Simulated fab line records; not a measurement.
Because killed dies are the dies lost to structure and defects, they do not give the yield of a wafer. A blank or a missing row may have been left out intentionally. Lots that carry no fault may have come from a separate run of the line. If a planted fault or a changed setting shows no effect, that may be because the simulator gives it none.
8D (eight disciplines) problem report, filled in by code + flow n5_finfet + the parts of the form that need people (team, actions taken, sign-off) are left out

== 1. THE ISSUE ==
At N5_BEOL_M0_SAQP_COAT_105, spin_speed_rpm averages 1218.2 rpm over 6 wafers from 2 lots, while fault-free wafers read 1500.0 rpm, standard deviation 1. That is -99 or more standard deviations from the usual mean.
The step: time 60 s, resist thk 100 nm.
Earliest sighting: wafer L963.2 on litho_track-05 at day 9 07:59. The record has a number at this step for 18 wafers belonging to 6 lots. The rule behind "out" and "out of limits": a value lying over 4 standard deviations away from the usual mean. Any other wafer with a number is counted as sound.

== 2. WHAT THIS IS AND IS NOT ==
| question                    | is                     | is not                                                                   |
|-----------------------------|------------------------|--------------------------------------------------------------------------|
| which readings at this step | spin_speed_rpm         | dispense_pressure_kPa                                                    |
| which lots                  | L963, L964             | L956, L961, L966, L972                                                   |
| which wafers of those lots  | all that have a number | -                                                                        |
| read on which tools         | litho_track-05         | litho_track-02                                                           |
| when                        | from day 9 07:59       | up to then (6 sound wafers); but 6 sound wafers of L966, L972 came after |

== 3. THE SUSPECTS, EACH WITH WHAT RULES IT OUT ==
Counting: a tool at any process step up to the reading remains a suspect when it ran all the lots that are out and ran no sound lot after the first of those.
- vapor_etch-02 at N5_BEOL_M0_SAQP_RECESS_114 (chemistry HF/NH3, target SiO2, target depth 14.4 nm, afs cycles 3, sublimation time 60 s): ruled out as a lasting fault. The sound lots L966, L972 went through it after L963, its earliest lot that is out (day 9 06:11).
- ald_sin-02 at N5_BEOL_M0_SAQP_SPACER1_ALD_98 (deposits SiO2, target thk 12.8 nm, pulse time 1 s, purge time 2 s): ruled out as a lasting fault. The sound lots L972 went through it after L963, its earliest lot that is out (day 9 06:35).
- rie_diel-01 at N5_BEOL_M0_SAQP_SPACER1_ETCHBACK_99 (etches SiO2 in CHF3/O2, target depth 15.4 nm, time 7.7 s): ruled out as a lasting fault. The sound lots L966 went through it after L963, its earliest lot that is out (day 9 07:03).
- vapor_etch-02 at N5_BEOL_M0_SAQP_RECESS_104 (chemistry HF/NH3, target SiO2, target depth 18 nm, afs cycles 3, sublimation time 60 s): ruled out as a lasting fault. The sound lots L966, L972 went through it after L963, its earliest lot that is out (day 9 07:36).
- litho_track-05 at N5_BEOL_M0_SAQP_COAT_105 (time 60 s, resist thk 100 nm): kept. It ran every lot that is out, first L963 (day 9 07:59), and no sound lot after that; its last sound lot up to then is L961 (day 8 17:09). Its own spin_speed_rpm readings are out on those wafers.
Remaining after the count: litho_track-05 at N5_BEOL_M0_SAQP_COAT_105.

== 4. THE CAUSE (what the simulator had put in) ==
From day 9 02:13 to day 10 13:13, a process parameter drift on litho_track-05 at N5_BEOL_M0_SAQP_COAT_105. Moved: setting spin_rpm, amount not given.
Only this tool survived the counting.

== 5. SEQUENCE OF EFFECTS, ordered by route ==
Each row: a reading where the mean over the struck wafers with a number is more than 3 standard deviations away from the usual. Scope: only readings with a usual standard deviation given in the record; hours: median across lots of the time from each lot's start at the first step in this table that gives one to its start at this step; sigmas: change in usual standard deviations.
| hours | step                     | reading        | usual      | on struck wafers | change | sigmas      |
|-------|--------------------------|----------------|------------|------------------|--------|-------------|
| 0     | N5_BEOL_M0_SAQP_COAT_105 | spin_speed_rpm | 1500.0 rpm | 1218.2           | -281.8 | -99 or more |
Here are the process steps it includes:
- N5_BEOL_M0_SAQP_COAT_105: time 60 s, resist thk 100 nm.
At these later measuring or inspecting steps, every struck wafer for which the step has a row has a number for every such reading, and none has moved that far: N5_BEOL_M4_RC_MEAS_101.

== 6. HOW IT WOULD HAVE BEEN CAUGHT EARLIER ==
In this record no reading fell out of limits until day 9 07:59, 6 hours after the fault had begun at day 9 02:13.
